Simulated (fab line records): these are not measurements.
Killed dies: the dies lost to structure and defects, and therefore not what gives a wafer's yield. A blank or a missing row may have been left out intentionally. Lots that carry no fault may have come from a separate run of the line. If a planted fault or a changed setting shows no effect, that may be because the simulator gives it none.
fab line records + flow n5_finfet
record
- lots=7
- wafers=21
route steps=1938 shown BEOL_M14@1722 BEOL_M15@1820 MIM_BOT_LITHO@1858 PASSIVATION@1915
start_h: the number of hours between the record's first day and the start of the first shown wafer of the lot + wait_h: hours from the lot's prior step to this one + " same as the row above + L1.1+2: a single row standing in for several wafers + - no value, or no start given + * or withheld: withheld + < > ~ a bound
route shown NAME@n: a module of which the file shows steps, and the number in the route of the first + usual: mean/standard deviation taken from wafers without a fault + same: alike in all rows + chamber/n: place in a boat + sites: the reading at each site + _std_site: how widely they spread, as a standard deviation + _edge_site: mean of outer sites minus mean of inner sites + radius_mm: for every site, how far away it sits from the centre of the wafer + mask NAME#n: copy n + behind: the most recent tool/chamber to have shaped the wafer + hold: why the lot went on hold/how many hours it stayed there/how the hold came to an end + device: names the non-switching transistor (n, p or np) + end of line: tests of these same wafers at the route's end + a step with no rows: only its recipe + killed: count of dies lost to structure and defects at first sort (not the wafer's yield) + map: a wafer's dies, marking killed ones x, the rest . and places with no die _
set.NAME: the setting that was run; set.NAME@STEP: the one run at that earlier step + model.NAME: the simulator's own value behind a step, which no gauge read
lots run with intentionally changed settings; tables by step, rows by wafer
## steps
# step N5_BEOL_M14_EXPOSE_07
# recipe
- mask_id=V13
- na=0.8
- source_shape=annular
- sigma_inner=0.5
- sigma_outer=0.8
- polarization=unpolarized
- attpsm_phase_deg=180
- dose_mj=57
| lot.wafer  | tool           | chamber | start_h | wait_h | mask  | set.dose_mj |
|------------|----------------|---------|---------|--------|-------|-------------|
| L078.2+3+4 | krf_scanner-02 | 0       | 275.77  | -      | V13#0 | 57          |
| L076.2     | krf_scanner-01 | 0       | 281.01  | -      | V13#0 | 57          |
| L076.4+5   | "              | 0       | "       | "      | V13#0 | 59.22       |
| L079.4+5+6 | krf_scanner-01 | 0       | 282.28  | -      | V13#0 | 57          |
| L081.1+6   | krf_scanner-02 | 0       | 288.85  | -      | V13#0 | 57          |
| L081.2     | "              | 0       | "       | "      | V13#0 | 60.53       |
| L083.3+4+5 | krf_scanner-02 | 0       | 306.16  | -      | V13#0 | 57          |
| L084.2+3+6 | krf_scanner-02 | 0       | 307.14  | -      | V13#0 | 57          |
| L096.2+5   | krf_scanner-01 | 0       | 372.72  | -      | V13#0 | 55.78       |
| L096.4     | "              | 0       | "       | "      | V13#0 | 57          |
# step N5_BEOL_M14_PEB_08
# recipe
- peb_temp_c=130
- peb_time_s=90
# step N5_BEOL_M14_DEVELOP_09
# recipe
- develop_time_s=45
- rinse_liquid=diw
- dry=air_spin
- dev_temp_c=21
# step N5_BEOL_M14_HARDBAKE_14
# recipe
- temp_c=130
- time_s=120
# step N5_BEOL_M14_CD_MEAS_10
# recipe
- target_cd_nm=250
- landing_energy_ev=500
- detector=se_inlens
- polarity=opening
# usual
- cd_nm=250.3/1.3
| lot.wafer | tool      | chamber | start_h | wait_h | set.dose_mj@BEOL_M14_EXPOSE_07 | cd_nm |
|-----------|-----------|---------|---------|--------|--------------------------------|-------|
| L078.2    | cd_sem-01 | 0       | 275.94  | -      | 57                             | 251.4 |
| L078.3    | "         | 0       | "       | "      | 57                             | 250.4 |
| L078.4    | "         | 0       | "       | "      | 57                             | 252.8 |
| L076.2    | cd_sem-02 | 0       | 281.18  | -      | 57                             | 251.6 |
| L076.4    | "         | 0       | "       | "      | 59.22                          | 256.7 |
| L076.5    | "         | 0       | "       | "      | 59.22                          | 256.7 |
| L079.4    | cd_sem-03 | 0       | 282.44  | -      | 57                             | 249.2 |
| L079.5    | "         | 0       | "       | "      | 57                             | 249.2 |
| L079.6    | "         | 0       | "       | "      | 57                             | 248.9 |
| L081.1    | cd_sem-02 | 0       | 289.02  | -      | 57                             | 248.0 |
| L081.2    | "         | 0       | "       | "      | 60.53                          | 259.7 |
| L081.6    | "         | 0       | "       | "      | 57                             | 250.7 |
| L083.3    | cd_sem-02 | 0       | 306.32  | -      | 57                             | 252.3 |
| L083.4    | "         | 0       | "       | "      | 57                             | 249.3 |
| L083.5    | "         | 0       | "       | "      | 57                             | 249.7 |
| L084.2    | cd_sem-02 | 0       | 307.31  | -      | 57                             | 248.9 |
| L084.3    | "         | 0       | "       | "      | 57                             | 251.7 |
| L084.6    | "         | 0       | "       | "      | 57                             | 249.2 |
| L096.2    | cd_sem-01 | 0       | 372.89  | -      | 55.78                          | 247.4 |
| L096.4    | "         | 0       | "       | "      | 57                             | 251.4 |
| L096.5    | "         | 0       | "       | "      | 55.78                          | 247.8 |
# step N5_BEOL_M14_DESCUM_15
# recipe
- chemistry=O2
- time_s=7.9
- source_power_w=50
- bias_power_w=20
- pressure_mtorr=20
- rf_frequency_hz=2.712e+07
- temp_c=40
- o2_flow_sccm=225
# step N5_BEOL_M14_ETCH_59
# recipe
- chemistry=N2/H2
- target=BARC
- target_depth_a=890
- overetch_a=267
- time_s=67.9
- ion_energy_ev=200
- pressure_mtorr=30
- source_w=840
- bias_w=150
- n2_flow_sccm=200
- h2_flow_sccm=200
# step N5_BEOL_M14_VIA_ETCH_16
# recipe
- chemistry=C4F8/O2/Ar
- target=SiO2
- he_inner_torr=15
- he_outer_torr=30
- target_depth_a=12313
- time_s=withheld
- ion_energy_ev=800
- pressure_mtorr=20
- source_w=1905
- bias_w=2040
- Ar_flow_sccm=400
- C4F8_flow_sccm=16
- O2_flow_sccm=12
- ends=cleared
| lot.wafer | tool        | chamber | start_h | wait_h | set.time_s@BEOL_M14_ILD_DEP_00 | model.etch.depth_nm | model.coat_of_BEOL_M14_COAT_04.thk_nm |
|-----------|-------------|---------|---------|--------|--------------------------------|---------------------|---------------------------------------|
| L078.2    | rie_diel-05 | 1       | 276.12  | 0.0    | *                              | 1029                | 472.4                                 |
| L078.3    | "           | 3       | "       | "      | *                              | 1110                | 456.2                                 |
| L078.4    | "           | 0       | "       | "      | *                              | 1041                | 470.8                                 |
| L076.2    | rie_diel-06 | 2       | 281.39  | 0.0    | *                              | 1065                | 466                                   |
| L076.4    | "           | 0       | "       | "      | *                              | 1153                | 446.8                                 |
| L076.5    | "           | 2       | "       | "      | *                              | 1139                | 449                                   |
| L079.4    | rie_diel-06 | 3       | 282.64  | 0.0    | *                              | 1132                | 449.6                                 |
| L079.5    | "           | 1       | "       | "      | *                              | 1144                | 449.8                                 |
| L079.6    | "           | 0       | "       | "      | *                              | 1293                | 409.8                                 |
| L081.1    | rie_diel-05 | 2       | 289.54  | 0.0    | *                              | 1211                | 428                                   |
| L081.2    | "           | 1       | "       | "      | *                              | 1204                | 434.4                                 |
| L081.6    | "           | 0       | "       | "      | *                              | 1141                | 449.2                                 |
| L083.3    | rie_diel-05 | 1       | 306.85  | 0.0    | *                              | 1279                | 418.8                                 |
| L083.4    | "           | 0       | "       | "      | *                              | 1122                | 456.4                                 |
| L083.5    | "           | 1       | "       | "      | *                              | 1130                | 454.8                                 |
| L084.2    | rie_diel-06 | 0       | 307.53  | 0.0    | *                              | 1116                | 454.6                                 |
| L084.3    | "           | 1       | "       | "      | *                              | 1131                | 454.4                                 |
| L084.6    | "           | 3       | "       | "      | *                              | 1134                | 452                                   |
| L096.2    | rie_diel-05 | 3       | 373.17  | 0.0    | *                              | 1104                | 460.8                                 |
| L096.4    | "           | 0       | "       | "      | *                              | 1188                | 439.2                                 |
| L096.5    | "           | 1       | "       | "      | *                              | 1126                | 455.8                                 |
# step N5_BEOL_M14_STRIP_63
# recipe
- chemistry=O2
- power_w=600
- temp_c=60
- pressure_mtorr=30
- rf_frequency_hz=6e+07
- bias_power_w=0
- overash_fraction=0.3
- o2_flow_sccm=225
# step N5_BEOL_M14_STRIP_64
# recipe
- chemistry=O2
- power_w=600
- temp_c=60
- pressure_mtorr=30
- rf_frequency_hz=6e+07
- bias_power_w=0
- overash_fraction=0.3
- o2_flow_sccm=225
# step N5_BEOL_M14_STRIP_71
# recipe
- chemistry=post_etch_residue_remover
- time_s=60
- temp_c=25
- remover_ph=withheld
- remover_water_wt_pct=withheld
- remover_fluoride_wt_pct=withheld
# step N5_BEOL_M14_SRD_72
# recipe
- time_s=30
- temp_c=23
- rinse_liquid=diw
- dry=n2_spin
- spin_rpm=1500
- dry_time_s=30
# step N5_BEOL_M14_CD_MEAS_17
# recipe
- target_cd_nm=250
- polarity=opening
# usual
- cd_nm=251.1/1.6
| lot.wafer | tool      | chamber | start_h | wait_h | set.dose_mj@BEOL_M14_EXPOSE_07 | cd_nm |
|-----------|-----------|---------|---------|--------|--------------------------------|-------|
| L078.2    | cd_sem-03 | -       | 276.47  | 0.0    | 57                             | 250.9 |
| L078.3    | "         | -       | "       | "      | 57                             | 249.8 |
| L078.4    | "         | -       | "       | "      | 57                             | 253.3 |
| L076.2    | cd_sem-02 | -       | 281.74  | 0.0    | 57                             | 252.4 |
| L076.4    | "         | -       | "       | "      | 59.22                          | 258.1 |
| L076.5    | "         | -       | "       | "      | 59.22                          | 257.3 |
| L079.4    | cd_sem-01 | -       | 283.00  | 0.0    | 57                             | 251.1 |
| L079.5    | "         | -       | "       | "      | 57                             | 250.7 |
| L079.6    | "         | -       | "       | "      | 57                             | 251.8 |
| L081.1    | cd_sem-02 | -       | 289.89  | 0.0    | 57                             | 248.3 |
| L081.2    | "         | -       | "       | "      | 60.53                          | 259.5 |
| L081.6    | "         | -       | "       | "      | 57                             | 251.2 |
| L083.3    | cd_sem-01 | -       | 307.21  | 0.0    | 57                             | 254.1 |
| L083.4    | "         | -       | "       | "      | 57                             | 252.0 |
| L083.5    | "         | -       | "       | "      | 57                             | 250.4 |
| L084.2    | cd_sem-02 | -       | 307.93  | 0.0    | 57                             | 249.9 |
| L084.3    | "         | -       | "       | "      | 57                             | 252.3 |
| L084.6    | "         | -       | "       | "      | 57                             | 251.0 |
| L096.2    | cd_sem-02 | -       | 373.52  | 0.0    | 55.78                          | 247.3 |
| L096.4    | "         | -       | "       | "      | 57                             | 253.4 |
| L096.5    | "         | -       | "       | "      | 55.78                          | 248.7 |
# step N5_BEOL_M15_SPUTTER_44
# recipe
- material=Ta
- target_thk_a=150
- temp_c=50
- bias_v=80
- power_w=15000
- chamber_pressure_pa=0.07
- time_s=24.19
| lot.wafer  | tool           | chamber | start_h | wait_h | set.power_w | model.Ta_of_BEOL_M15_SPUTTER_44.thk_nm |
|------------|----------------|---------|---------|--------|-------------|----------------------------------------|
| L078.2     | pvd_sputter-02 | -       | 290.31  | 0.0    | 15000       | 15.4                                   |
| L078.3+4   | "              | -       | "       | "      | 15000       | 15.2                                   |
| L076.2+5   | pvd_sputter-01 | -       | 293.52  | 0.0    | 13150       | 13                                     |
| L076.4     | "              | -       | "       | "      | 15000       | 14.8                                   |
| L079.4     | pvd_sputter-03 | -       | 293.54  | 0.0    | 17480       | 17.4                                   |
| L079.5     | "              | -       | "       | "      | 17480       | 17.2                                   |
| L079.6     | "              | -       | "       | "      | 15000       | 15.2                                   |
| L081.1     | pvd_sputter-02 | -       | 298.57  | 0.0    | 15000       | 14.8                                   |
| L081.2+6   | "              | -       | "       | "      | 15000       | 15                                     |
| L083.3+4   | pvd_sputter-01 | -       | 315.56  | 0.0    | 15000       | 14.8                                   |
| L083.5     | "              | -       | "       | "      | 12930       | 12.6                                   |
| L084.2+3+6 | pvd_sputter-03 | -       | 316.94  | 0.0    | 15000       | 15                                     |
| L096.2+4   | pvd_sputter-03 | -       | 390.51  | 0.0    | 15000       | 14.8                                   |
| L096.5     | "              | -       | "       | "      | 15000       | 15                                     |
# step N5_BEOL_M15_SPUTTER_45
# recipe
- material=Cu
- target_thk_a=1000
- temp_c=-20
- bias_v=60
- power_w=26000
- chamber_pressure_pa=0.13
- time_s=16.67
# step N5_BEOL_M15_ECD_47
# recipe
- material=Cu
- target_thk_a=18600
# step N5_BEOL_M15_ANNEAL_48
# recipe
- temp_c=225
- time_s=90
- ambient=N2
# step N5_BEOL_M15_CMP_49
# recipe
- stop_on=SiO2
- t_overpolish_s=4.9
- down_force_psi=2
- platen_rpm=80
- clearing_platen_down_force_psi=2
- clearing_platen_rpm=80
- post_cmp_clean=cu_alkaline
- target_thk_nm=850
- clearing_platen_pad_velocity_m_s=1.5917
- pad_velocity_m_s=1.5917
# usual
- barrier_field_endpoint_s=11.50/0.27
| lot.wafer | tool   | chamber | start_h | wait_h | set.power_w@BEOL_M15_SPUTTER_44 | barrier_field_endpoint_s |
|-----------|--------|---------|---------|--------|---------------------------------|--------------------------|
| L078.2    | cmp-03 | 0       | 291.50  | 0.2    | 15000                           | 11.60                    |
| L078.3    | "      | 2       | "       | "      | 15000                           | 11.34                    |
| L078.4    | "      | 3       | "       | "      | 15000                           | 11.28                    |
| L076.4    | cmp-03 | 3       | 294.73  | 0.4    | 15000                           | 11.38                    |
| L076.2    | "      | 0       | "       | "      | 13150                           | 10.98                    |
| L076.5    | "      | 0       | "       | "      | 13150                           | 11.05                    |
| L079.4    | cmp-03 | 3       | 295.07  | 0.6    | 17480                           | 12.31                    |
| L079.6    | "      | 0       | "       | "      | 15000                           | 11.36                    |
| L079.5    | "      | 1       | "       | "      | 17480                           | 12.39                    |
| L081.1    | cmp-04 | 3       | 299.65  | 0.3    | 15000                           | 11.79                    |
| L081.2    | "      | 0       | "       | "      | 15000                           | 11.88                    |
| L081.6    | "      | 1       | "       | "      | 15000                           | 11.86                    |
| L083.3    | cmp-03 | 0       | 316.46  | 0.3    | 15000                           | 10.88                    |
| L083.4    | "      | 1       | "       | "      | 15000                           | 10.79                    |
| L083.5    | "      | 3       | "       | "      | 12930                           | 9.97                     |
| L084.3    | cmp-04 | 0       | 317.91  | 0.2    | 15000                           | 11.81                    |
| L084.2    | "      | 1       | "       | "      | 15000                           | 11.84                    |
| L084.6    | "      | 0       | "       | "      | 15000                           | 11.89                    |
| L096.2    | cmp-04 | 1       | 391.26  | 0.2    | 15000                           | 11.54                    |
| L096.4    | "      | 0       | "       | "      | 15000                           | 11.59                    |
| L096.5    | "      | 1       | "       | "      | 15000                           | 11.67                    |
# step N5_MIM_BOT_LITHO_EXPOSE_05
# recipe
- mask_id=MIM_BOT
- na=0.55
- source_shape=conventional
- sigma_outer=0.8
- polarization=unpolarized
- dose_mj=24.25
| lot.wafer  | tool           | chamber | start_h | wait_h | mask      | set.dose_mj |
|------------|----------------|---------|---------|--------|-----------|-------------|
| L078.2+3   | krf_scanner-02 | 0       | 296.96  | -      | MIM_BOT#0 | 24.25       |
| L078.4     | "              | 0       | "       | "      | MIM_BOT#0 | 26.07       |
| L076.2+4+5 | krf_scanner-01 | 0       | 299.46  | -      | MIM_BOT#0 | 24.25       |
| L079.4     | krf_scanner-02 | 0       | 299.73  | -      | MIM_BOT#0 | 24.25       |
| L079.5+6   | "              | 0       | "       | "      | MIM_BOT#0 | 26.03       |
| L081.1+2+6 | krf_scanner-01 | 0       | 306.27  | -      | MIM_BOT#0 | 24.25       |
| L083.3+4+5 | krf_scanner-02 | 0       | 321.70  | -      | MIM_BOT#0 | 24.25       |
| L084.2+3+6 | krf_scanner-02 | 0       | 324.81  | -      | MIM_BOT#0 | 24.25       |
| L096.2     | krf_scanner-01 | 0       | 396.82  | -      | MIM_BOT#0 | 24.25       |
| L096.4+5   | "              | 0       | "       | "      | MIM_BOT#0 | 25.25       |
# step N5_MIM_BOT_LITHO_PEB_06
# recipe
- peb_temp_c=withheld
- peb_time_s=*
# step N5_MIM_BOT_LITHO_DEVELOP_07
# recipe
- develop_time_s=60
- rinse_liquid=diw
- dry=air_spin
- dev_temp_c=21
# step N5_MIM_BOT_LITHO_HARDBAKE_09
# recipe
- temp_c=130
- time_s=120
# step N5_MIM_BOT_LITHO_CD_MEAS_08
# recipe
- target_cd_nm=3000
- landing_energy_ev=500
- detector=se_inlens
- polarity=opening
# usual
- cd_nm=2999.9/1.5
| lot.wafer | tool      | chamber | start_h | wait_h | set.dose_mj@MIM_BOT_LITHO_EXPOSE_05 | cd_nm  |
|-----------|-----------|---------|---------|--------|-------------------------------------|--------|
| L078.2    | cd_sem-02 | 0       | 297.13  | -      | 24.25                               | 2999.0 |
| L078.3    | "         | 0       | "       | "      | 24.25                               | 2999.8 |
| L078.4    | "         | 0       | "       | "      | 26.07                               | 3014.4 |
| L076.2    | cd_sem-03 | 0       | 299.64  | -      | 24.25                               | 3000.3 |
| L076.4    | "         | 0       | "       | "      | 24.25                               | 3000.8 |
| L076.5    | "         | 0       | "       | "      | 24.25                               | 3001.0 |
| L079.4    | cd_sem-03 | 0       | 299.90  | -      | 24.25                               | 3000.7 |
| L079.5    | "         | 0       | "       | "      | 26.03                               | 3012.6 |
| L079.6    | "         | 0       | "       | "      | 26.03                               | 3015.6 |
| L081.1    | cd_sem-01 | 0       | 306.44  | -      | 24.25                               | 2999.2 |
| L081.2    | "         | 0       | "       | "      | 24.25                               | 2999.8 |
| L081.6    | "         | 0       | "       | "      | 24.25                               | 3001.0 |
| L083.3    | cd_sem-03 | 0       | 321.87  | -      | 24.25                               | 2997.6 |
| L083.4    | "         | 0       | "       | "      | 24.25                               | 3000.0 |
| L083.5    | "         | 0       | "       | "      | 24.25                               | 2999.0 |
| L084.2    | cd_sem-02 | 0       | 324.98  | -      | 24.25                               | 2998.9 |
| L084.3    | "         | 0       | "       | "      | 24.25                               | 3002.2 |
| L084.6    | "         | 0       | "       | "      | 24.25                               | 2999.7 |
| L096.2    | cd_sem-03 | 0       | 396.99  | -      | 24.25                               | 3000.3 |
| L096.4    | "         | 0       | "       | "      | 25.25                               | 3007.7 |
| L096.5    | "         | 0       | "       | "      | 25.25                               | 3005.9 |
# step N5_PASSIVATION_PECVD_53
# recipe
- material=SiO2
- target_thk_a=8000
- temp_c=400
- precursor=TEOS/O2
- pressure_torr=6.5
- rf_w=withheld
- teos_flow_sccm=withheld
- gas=O2
- flow_sccm=2650
- time_s=169.4
| lot.wafer | tool     | chamber | start_h | wait_h | set.time_s | model.SiO2_of_PASSIVATION_PECVD_53.thk_nm |
|-----------|----------|---------|---------|--------|------------|-------------------------------------------|
| L076.2    | pecvd-01 | 0       | 305.92  | 0.0    | 169.4      | 799.6                                     |
| L076.4    | "        | 0       | "       | "      | 182        | 877.4                                     |
| L076.5    | "        | 1       | "       | "      | 169.4      | 806                                       |
| L078.2    | pecvd-01 | 0       | 306.16  | 0.0    | 169.4      | 788                                       |
| L078.3    | "        | 2       | "       | "      | 169.4      | 778                                       |
| L078.4    | "        | 0       | "       | "      | 180        | 853.8                                     |
| L079.4    | pecvd-02 | 2       | 313.85  | 0.1    | 169.4      | 823.8                                     |
| L079.5    | "        | 0       | "       | "      | 169.4      | 824.4                                     |
| L079.6    | "        | 1       | "       | "      | 169.4      | 825                                       |
| L081.1    | pecvd-02 | 1       | 314.55  | 0.0    | 169.4      | 788.2                                     |
| L081.2    | "        | 0       | "       | "      | 162.7      | 766.8                                     |
| L081.6    | "        | 2       | "       | "      | 162.7      | 771.2                                     |
| L083.3    | pecvd-02 | 0       | 328.43  | 0.0    | 146.8      | 692.8                                     |
| L083.4    | "        | 1       | "       | "      | 146.8      | 700.6                                     |
| L083.5    | "        | 0       | "       | "      | 169.4      | 810.8                                     |
| L084.2    | pecvd-02 | 0       | 331.64  | 0.0    | 169.4      | 799.2                                     |
| L084.3    | "        | 2       | "       | "      | 169.4      | 796                                       |
| L084.6    | "        | 1       | "       | "      | 169.4      | 802.6                                     |
| L096.2    | pecvd-04 | 0       | 401.31  | 0.0    | 169.4      | 787.6                                     |
| L096.4    | "        | 2       | "       | "      | 169.4      | 818.8                                     |
| L096.5    | "        | 1       | "       | "      | 169.4      | 812.4                                     |
## key
split
- step=N5_BEOL_M14_EXPOSE_07
- setting=dose_mj
- stated=57
- by=wafer
response
- step=N5_BEOL_M14_CD_MEAS_10
- reading=cd_nm
- change=+1.59
- per=1%
- r=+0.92
response
- step=N5_BEOL_M14_CD_MEAS_17
- reading=cd_nm
- change=+1.59
- per=1%
- r=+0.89
split
- step=N5_BEOL_M15_SPUTTER_44
- setting=power_w
- stated=15000
- by=wafer
response
- step=N5_BEOL_M15_SPUTTER_44
- reading=model.Ta_of_BEOL_M15_SPUTTER_44.thk_nm
- change=+0.142
- per=1%
- r=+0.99
response
- step=N5_BEOL_M15_CMP_49
- reading=barrier_field_endpoint_s
- change=+0.0533
- per=1%
- r=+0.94
split
- step=N5_MIM_BOT_LITHO_EXPOSE_05
- setting=dose_mj
- stated=24.25
- by=wafer
response
- step=N5_MIM_BOT_LITHO_CD_MEAS_08
- reading=cd_nm
- change=+1.87
- per=1%
- r=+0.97
split
- step=N5_PASSIVATION_PECVD_53
- setting=time_s
- stated=169.4
- by=wafer
response
- step=N5_PASSIVATION_PECVD_53
- reading=model.SiO2_of_PASSIVATION_PECVD_53.thk_nm
- change=+9.01
- per=1%
- r=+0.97
split outside_this_file step=N5_BEOL_M14_ILD_DEP_00 setting=time_s
# split outside_this_file: this setting was split too, and the file shows its column; the key of that split is in another file
